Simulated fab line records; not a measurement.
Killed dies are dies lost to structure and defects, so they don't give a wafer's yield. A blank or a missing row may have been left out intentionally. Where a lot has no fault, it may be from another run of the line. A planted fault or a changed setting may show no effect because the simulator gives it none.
Chamber matching || flow nand harc || rie diel-13 running NHARC_A_SGD_CUT_ETCH_58: 4 sister chambers
The step etches the open film in CF4, target depth 39 nm, time 65 s. 4 wafers are shown with their chamber, then 9 later ones without.

WAFERS, EACH WITH ITS CHAMBER
{"wafer": "L090.2", "chamber": 3, "drypump motor current A (A)": 5.1}
{"wafer": "L090.4", "chamber": 1, "drypump motor current A (A)": 6.4}
{"wafer": "L088.1", "chamber": 0, "drypump motor current A (A)": 5.5}
{"wafer": "L088.5", "chamber": 2, "drypump motor current A (A)": 5.4}

WAFERS WHOSE CHAMBER IS MISSING
{"wafer": "L092.4", "drypump motor current A (A)": 5.4}
{"wafer": "L092.5", "drypump motor current A (A)": 5.4}
{"wafer": "L092.6", "drypump motor current A (A)": 5.1}
{"wafer": "L094.1", "drypump motor current A (A)": 5.4}
{"wafer": "L094.4", "drypump motor current A (A)": 5.1}
{"wafer": "L094.5", "drypump motor current A (A)": 5.4}
{"wafer": "L096.1", "drypump motor current A (A)": 6.4}
{"wafer": "L096.4", "drypump motor current A (A)": 5.3}
{"wafer": "L096.6", "drypump motor current A (A)": 5.4}

CHAMBER TAKEN BY EACH
{"wafer": "L092.4", "from the rows above": 2, "in truth": 2}
{"wafer": "L092.5", "from the rows above": 2, "in truth": 2}
{"wafer": "L092.6", "from the rows above": 3, "in truth": 3}
{"wafer": "L094.1", "from the rows above": 2, "in truth": 2}
{"wafer": "L094.4", "from the rows above": 3, "in truth": 3}
{"wafer": "L094.5", "from the rows above": 2, "in truth": 2}
{"wafer": "L096.1", "from the rows above": 1, "in truth": 1}
{"wafer": "L096.4", "from the rows above": 2, "in truth": 2}
{"wafer": "L096.6", "from the rows above": 2, "in truth": 2}
Correctly placed: 9 of 9. Not placeable from these rows: 0. Wrongly placed: 0.
How it was worked out, from the rows above alone: a wafer's distance from a chamber is the root of the sum, over the readings, of the square of ((its reading less the chamber's mean) divided by the reading's scatter). The wafer belongs to the nearest chamber; if the next one is less than 2 further off, it can't be placed. A chamber's mean is the mean of its shown wafers. The scatter: root of mean squared gap, hidden wafer to nearest shown wafer, with one shown wafer a chamber.
